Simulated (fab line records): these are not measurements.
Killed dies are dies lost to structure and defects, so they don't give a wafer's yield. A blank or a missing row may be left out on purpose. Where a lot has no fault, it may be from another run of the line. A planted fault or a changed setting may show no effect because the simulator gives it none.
Which tool was responsible? :: flow n5 finfet :: 12 lots, 36 wafers sampled, at 6 steps of a route of 1938

## WHAT THE GAUGES READ, wafer by wafer
N5_BEOL_M3_INSPECT_59: inspects for defects (darkfield).
lot: L075
measured: day 8 05:04
on: defect inspect-01
raw defect count: 40 27 79

lot: L077
measured: day 8 11:37
on: defect inspect-01
raw defect count: 115 93 77

lot: L079
measured: day 9 00:56
on: defect inspect-02
raw defect count: 53 107 99

lot: L080
measured: day 9 21:20
on: defect inspect-02
raw defect count: 50 82 97

lot: L085
measured: day 10 03:04
on: defect inspect-02
raw defect count: 91 85 76

lot: L083
measured: day 10 03:43
on: defect inspect-02
raw defect count: 105 95 94

lot: L089
measured: day 11 19:31
on: defect inspect-02
raw defect count: 101 79 91

lot: L090
measured: day 11 21:49
on: defect inspect-02
raw defect count: 66 52 41

lot: L091
measured: day 12 03:10
on: defect inspect-02
raw defect count: 96 85 144

lot: L093
measured: day 12 09:47
on: defect inspect-02
raw defect count: 120 65 63

lot: L095
measured: day 12 22:40
on: defect inspect-02
raw defect count: 101 74 134

lot: L097
measured: day 15 12:07
on: defect inspect-02
raw defect count: 52 76 64

## TOOL THAT RAN EACH LOT (tool first, then ch and the chambers of the sampled wafers, then the start)
lot: L075
N5_BEOL_M3_DEGAS_44: pvd sputter-01, day 8 00:04
N5_BEOL_M3_SURFACE_TREAT_85: pvd sputter-03, day 8 00:23
N5_BEOL_M3_ANNEAL_95: pvd sputter-02, day 8 03:51
N5_BEOL_M3_SPUTTER_96: pvd sputter-02, day 8 03:59
N5_BEOL_M3_ANNEAL_51: rtp anneal-01 ch 0, day 8 04:14

lot: L077
N5_BEOL_M3_DEGAS_44: pvd sputter-01, day 8 07:48
N5_BEOL_M3_SURFACE_TREAT_85: pvd sputter-02, day 8 08:08
N5_BEOL_M3_ANNEAL_95: pvd sputter-01, day 8 10:22
N5_BEOL_M3_SPUTTER_96: pvd sputter-01, day 8 10:31
N5_BEOL_M3_ANNEAL_51: rtp anneal-01 ch 0, day 8 10:44

lot: L079
N5_BEOL_M3_DEGAS_44: pvd sputter-01, day 8 20:39
N5_BEOL_M3_SURFACE_TREAT_85: pvd sputter-03, day 8 21:20
N5_BEOL_M3_ANNEAL_95: pvd sputter-03, day 8 23:25
N5_BEOL_M3_SPUTTER_96: pvd sputter-03, day 8 23:33
N5_BEOL_M3_ANNEAL_51: rtp anneal-02 ch 0, day 8 23:59

lot: L080
N5_BEOL_M3_DEGAS_44: pvd sputter-03, day 9 15:59
N5_BEOL_M3_SURFACE_TREAT_85: pvd sputter-01, day 9 16:32
N5_BEOL_M3_ANNEAL_95: pvd sputter-03, day 9 20:07
N5_BEOL_M3_SPUTTER_96: pvd sputter-03, day 9 20:16
N5_BEOL_M3_ANNEAL_51: rtp anneal-02 ch 0, day 9 20:28

lot: L085
N5_BEOL_M3_DEGAS_44: pvd sputter-02, day 9 23:35
N5_BEOL_M3_SURFACE_TREAT_85: pvd sputter-01, day 9 23:56
N5_BEOL_M3_ANNEAL_95: pvd sputter-02, day 10 01:51
N5_BEOL_M3_SPUTTER_96: pvd sputter-02, day 10 01:59
N5_BEOL_M3_ANNEAL_51: rtp anneal-02 ch 0, day 10 02:11

lot: L083
N5_BEOL_M3_DEGAS_44: pvd sputter-02, day 9 23:45
N5_BEOL_M3_SURFACE_TREAT_85: pvd sputter-01, day 10 00:05
N5_BEOL_M3_ANNEAL_95: pvd sputter-03, day 10 02:26
N5_BEOL_M3_SPUTTER_96: pvd sputter-03, day 10 02:34
N5_BEOL_M3_ANNEAL_51: rtp anneal-01 ch 0, day 10 02:46

lot: L089
N5_BEOL_M3_DEGAS_44: pvd sputter-02, day 11 15:26
N5_BEOL_M3_SURFACE_TREAT_85: pvd sputter-01, day 11 15:49
N5_BEOL_M3_ANNEAL_95: pvd sputter-02, day 11 17:42
N5_BEOL_M3_SPUTTER_96: pvd sputter-02, day 11 17:50
N5_BEOL_M3_ANNEAL_51: rtp anneal-01 ch 0, day 11 18:38

lot: L090
N5_BEOL_M3_DEGAS_44: pvd sputter-01, day 11 18:26
N5_BEOL_M3_SURFACE_TREAT_85: pvd sputter-03, day 11 18:46
N5_BEOL_M3_ANNEAL_95: pvd sputter-02, day 11 20:37
N5_BEOL_M3_SPUTTER_96: pvd sputter-02, day 11 20:45
N5_BEOL_M3_ANNEAL_51: rtp anneal-01 ch 0, day 11 20:59

lot: L091
N5_BEOL_M3_DEGAS_44: pvd sputter-01, day 11 23:40
N5_BEOL_M3_SURFACE_TREAT_85: pvd sputter-03, day 12 00:00
N5_BEOL_M3_ANNEAL_95: pvd sputter-01, day 12 01:56
N5_BEOL_M3_SPUTTER_96: pvd sputter-01, day 12 02:04
N5_BEOL_M3_ANNEAL_51: rtp anneal-01 ch 0, day 12 02:22

lot: L093
N5_BEOL_M3_DEGAS_44: pvd sputter-02, day 12 06:17
N5_BEOL_M3_SURFACE_TREAT_85: pvd sputter-03, day 12 06:38
N5_BEOL_M3_ANNEAL_95: pvd sputter-02, day 12 08:31
N5_BEOL_M3_SPUTTER_96: pvd sputter-02, day 12 08:39
N5_BEOL_M3_ANNEAL_51: rtp anneal-02 ch 0, day 12 08:50

lot: L095
N5_BEOL_M3_DEGAS_44: pvd sputter-02, day 12 18:58
N5_BEOL_M3_SURFACE_TREAT_85: pvd sputter-02, day 12 19:26
N5_BEOL_M3_ANNEAL_95: pvd sputter-03, day 12 21:27
N5_BEOL_M3_SPUTTER_96: pvd sputter-03, day 12 21:35
N5_BEOL_M3_ANNEAL_51: rtp anneal-01 ch 0, day 12 21:50

lot: L097
N5_BEOL_M3_DEGAS_44: pvd sputter-02, day 14 05:05
N5_BEOL_M3_SURFACE_TREAT_85: pvd sputter-02, day 14 05:29
N5_BEOL_M3_ANNEAL_95: pvd sputter-03, day 15 10:31
N5_BEOL_M3_SPUTTER_96: pvd sputter-03, day 15 10:40
N5_BEOL_M3_ANNEAL_51: rtp anneal-01 ch 0, day 15 11:14
- N5_BEOL_M3_DEGAS_44: time 60 s.
- N5_BEOL_M3_SURFACE_TREAT_85
- N5_BEOL_M3_ANNEAL_95: time 240 s.
- N5_BEOL_M3_SPUTTER_96: material Cu, target thk 4.5 nm, time 8.29 s.
- N5_BEOL_M3_ANNEAL_51: time 90 s.

## THE ANSWER, worked out from the rows above alone
Rule: usual is defined by the lots themselves. Put in order of their means at a reading, lots are off if they are a third of the lots or fewer, leave a main group of 4 or more, and stand apart from it by a gap of 3 or more times the standard deviation of the main group's means; of several such gaps the widest counts. The tables above print the reading to a certain number of digits; a main group whose means all agree to those digits is not used. Also off: a lot with no number at a reading for which 4 or more lots have one. Any other lot the step has rows for is counted as sound.
No lot is off on any of the readings shown, so nothing can be concluded from this.

## WHAT THE SIMULATOR HAD PUT IN
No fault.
